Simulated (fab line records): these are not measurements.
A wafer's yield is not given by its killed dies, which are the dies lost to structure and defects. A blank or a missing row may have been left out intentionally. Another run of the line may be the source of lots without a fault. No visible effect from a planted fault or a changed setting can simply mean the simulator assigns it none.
Matching of chambers :: flow nandHarc :: NHARC_A_M0_DESCUM_14 on rieDiel-08: 4 sister chambers
The step chemistry O2, time 3 s. 4 wafers are shown with their chamber, then 10 later ones without.

## WAFERS, EACH WITH ITS CHAMBER
wafer: L092.1
chamber: 0
showerheadPlenumPTorr (Torr): 2.01

wafer: L092.6
chamber: 2
showerheadPlenumPTorr (Torr): 1.86

wafer: L093.1
chamber: 1
showerheadPlenumPTorr (Torr): 1.82

wafer: L093.2
chamber: 3
showerheadPlenumPTorr (Torr): 2.03

## WAFERS WITHOUT THEIR CHAMBER
wafer: L093.5
showerheadPlenumPTorr (Torr): 1.82

wafer: L094.1
showerheadPlenumPTorr (Torr): 1.86

wafer: L094.2
showerheadPlenumPTorr (Torr): 2.01

wafer: L094.3
showerheadPlenumPTorr (Torr): 2.03

wafer: L094.4
showerheadPlenumPTorr (Torr): 1.82

wafer: L094.5
showerheadPlenumPTorr (Torr): 2.01

wafer: L094.6
showerheadPlenumPTorr (Torr): 2.03

wafer: L096.3
showerheadPlenumPTorr (Torr): 1.81

wafer: L096.5
showerheadPlenumPTorr (Torr): 2.01

wafer: L096.6
showerheadPlenumPTorr (Torr): 1.82

## THE CHAMBER EACH PASSED THROUGH
wafer: L093.5
from the rows above: 1
in truth: 1

wafer: L094.1
from the rows above: 2
in truth: 2

wafer: L094.2
from the rows above: 0
in truth: 0

wafer: L094.3
from the rows above: 3
in truth: 3

wafer: L094.4
from the rows above: 1
in truth: 1

wafer: L094.5
from the rows above: 0
in truth: 0

wafer: L094.6
from the rows above: 3
in truth: 3

wafer: L096.3
from the rows above: 1
in truth: 1

wafer: L096.5
from the rows above: 0
in truth: 0

wafer: L096.6
from the rows above: 1
in truth: 1
10 of 10 placed correctly. Not placeable from these rows: 0. Wrongly placed: 0.
How it was worked out, from the rows above alone: a wafer's distance from a chamber is the root of the sum, over the readings, of the square of ((its reading less the chamber's mean) divided by the reading's scatter). The wafer belongs to the nearest chamber; if the next one is less than 2 further off, it can't be placed. For every chamber, the mean is computed from those of its wafers that are shown. The scatter (one wafer shown for each chamber): square how far every hidden wafer sits from the nearest shown wafer, average those squares and take the square root.
